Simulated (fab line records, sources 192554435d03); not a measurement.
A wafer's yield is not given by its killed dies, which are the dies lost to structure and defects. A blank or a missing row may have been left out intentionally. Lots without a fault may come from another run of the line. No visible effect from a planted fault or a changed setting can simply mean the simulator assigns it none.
Chamber matching || flow n5 finfet || cmp-02 running N5_BEOL_M3_CMP_52: 4 sister chambers
The step polishes, stops on SiOC, t overpolish 6.8 s, target thk 40 nm. 8 wafers are shown with their chamber, then 6 later ones without.

## WAFERS, EACH WITH ITS CHAMBER
{"wafer": "L883.5", "chamber": 0, "motor current A (A)": 6.9, "time to endpoint s (s)": 63}
{"wafer": "L885.2", "chamber": 1, "motor current A (A)": 6.3, "time to endpoint s (s)": 58}
{"wafer": "L887.1", "chamber": 2, "motor current A (A)": 5.9, "time to endpoint s (s)": 69}
{"wafer": "L887.3", "chamber": 3, "motor current A (A)": 5.3, "time to endpoint s (s)": 64}
{"wafer": "L887.5", "chamber": 2, "motor current A (A)": 6.1, "time to endpoint s (s)": 70}
{"wafer": "L895.1", "chamber": 3, "motor current A (A)": 5.7, "time to endpoint s (s)": 66}
{"wafer": "L895.2", "chamber": 0, "motor current A (A)": 6.6, "time to endpoint s (s)": 60}
{"wafer": "L895.5", "chamber": 1, "motor current A (A)": 6.3, "time to endpoint s (s)": 58}

## WAFERS WHOSE CHAMBER IS MISSING
{"wafer": "L894.3", "motor current A (A)": 5.5, "time to endpoint s (s)": 63}
{"wafer": "L894.4", "motor current A (A)": 6.3, "time to endpoint s (s)": 56}
{"wafer": "L894.5", "motor current A (A)": 6.2, "time to endpoint s (s)": 58}
{"wafer": "L898.1", "motor current A (A)": 6.5, "time to endpoint s (s)": 58}
{"wafer": "L898.3", "motor current A (A)": 7.2, "time to endpoint s (s)": 61}
{"wafer": "L898.5", "motor current A (A)": 6.4, "time to endpoint s (s)": 58}

## WHICH CHAMBER EACH ONE RAN IN
{"wafer": "L894.3", "from the rows above": 3, "in truth": 3}
{"wafer": "L894.4", "from the rows above": 1, "in truth": 1}
{"wafer": "L894.5", "from the rows above": 1, "in truth": 1}
{"wafer": "L898.1", "from the rows above": "can't be placed: 1 or 0", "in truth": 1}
{"wafer": "L898.3", "from the rows above": 0, "in truth": 0}
{"wafer": "L898.5", "from the rows above": 1, "in truth": 1}
5 of 6 placed correctly. From these rows, 1 cannot be placed; in 1 the true chamber is one of the candidates. Placed wrongly: 0.
How it was worked out, from the rows above alone: a wafer's distance from a chamber is the root of the sum, over the readings, of the square of ((its reading less the chamber's mean) divided by the reading's scatter). The wafer belongs to the nearest chamber; if the next one is less than 2 further off, it can't be placed. Each chamber's mean is taken over the wafers shown for it. How the scatter is found: for the shown wafers, subtract from each reading the mean of its chamber, square and add these, divide the total by (wafers less chambers), then take the root.
